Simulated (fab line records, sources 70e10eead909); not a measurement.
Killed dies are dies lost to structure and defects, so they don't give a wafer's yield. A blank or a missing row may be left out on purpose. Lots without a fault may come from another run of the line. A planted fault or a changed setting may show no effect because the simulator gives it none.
A struck lot beside a sound one | flow nand_harc | 13 steps out of a route of 1159
Sound: wafers L559.1, L559.2, L559.5. Struck: wafers L564.4, L564.5, L564.6. The cause comes at the end.
At each step with rows: each side's tool, then ch and its chambers, then its first start. Under that, the readings that differ: sound wafers | struck wafers | difference of the means | sigmas: that difference in standard deviations of wafers without a fault.
alike: readings whose means differ by less than 2 such deviations, and words and numbers that are the same on both sides. not compared: withheld readings, readings that some wafer has no value for, bounds like >300 that may hide the same value, and numbers for which the record gives no deviation and whose values overlap.
The two part at a step that has a row with sigmas, a row that says differs or no value, or rows on one side only. Numbers that don't overlap but have no deviation are shown without sigmas and don't part them. A reading that every wafer of one side lacks parts them only if that side has two wafers or more.

NHARC_A_STAIRCASE_STRIP_475: strips in O2, time 20 s.
  sound on rie_diel-05 ch 0,1,3; struck on rie_diel-11 ch 0,3
  alike: drypump_motor_current_A, oes_product_au, rf_vpp_V, showerhead_plenum_p_Torr, throttle_valve_pct
  not compared: rf_hours_counter_h
NHARC_A_STAIRCASE_DEP_471: deposits SiO2, target thk 100 nm.
  sound on pecvd-02 ch 0,1, day 17 17:06; struck on pecvd-02 ch 0,1,2, day 18 10:15
  alike: flow_sccm, heater_power_w, throttle_valve_pct
NHARC_A_STAIRCASE_CMP_472: polishes SiO2.
  sound on cmp-01 ch 0,1,2, day 17 17:24; struck on cmp-01 ch 1,2,3, day 18 10:31
  alike: motor_current_A
then, 1 step without rows for these wafers: NHARC_A_STAIRCASE_SRD_474.
NHARC_A_STAIRCASE_INSPECT_155:
  sound on defect_inspect-01, day 17 17:43; struck on defect_inspect-02, day 18 10:47
  alike: raw_defect_count
NHARC_A_SGD_CUT_DEP_00: deposits SiNx, target thk 50 nm.
  sound on pecvd-04 ch 0,1,2, day 17 17:47; struck on pecvd-03 ch 0,1,2, day 18 11:04
  reading            | sound       | struck      | difference | sigmas
  heater_power_w (W) | 724 913 811 | 735 585 552 | -192       | -2
then, 5 steps without rows for these wafers: NHARC_A_SGD_CUT_DEHYDRATE_01 (time 120 s); NHARC_A_SGD_CUT_HMDS_02 (time 30 s); NHARC_A_SGD_CUT_COAT_56 (time 75 s); NHARC_A_SGD_CUT_COAT_57 (time 65 s); NHARC_A_SGD_CUT_COAT_03 (resist thk 90 nm).
NHARC_A_SGD_CUT_SOFTBAKE_04: time 55 s.
  sound on litho_track-01 ch 0, day 17 18:00; struck on litho_track-01 ch 0, day 18 11:00
  reading                  | sound                | struck               | difference | sigmas
  heater_power_total_W (W) | 188.51 188.47 188.40 | 205.01 205.07 204.98 | +16.56     | +99 or more
then, 1 step without rows for these wafers: NHARC_A_SGD_CUT_EBR_05.

WHERE THEY PART
First at NHARC_A_SGD_CUT_DEP_00; last, within this record, at NHARC_A_SGD_CUT_SOFTBAKE_04.

WHY: what the simulator had put in
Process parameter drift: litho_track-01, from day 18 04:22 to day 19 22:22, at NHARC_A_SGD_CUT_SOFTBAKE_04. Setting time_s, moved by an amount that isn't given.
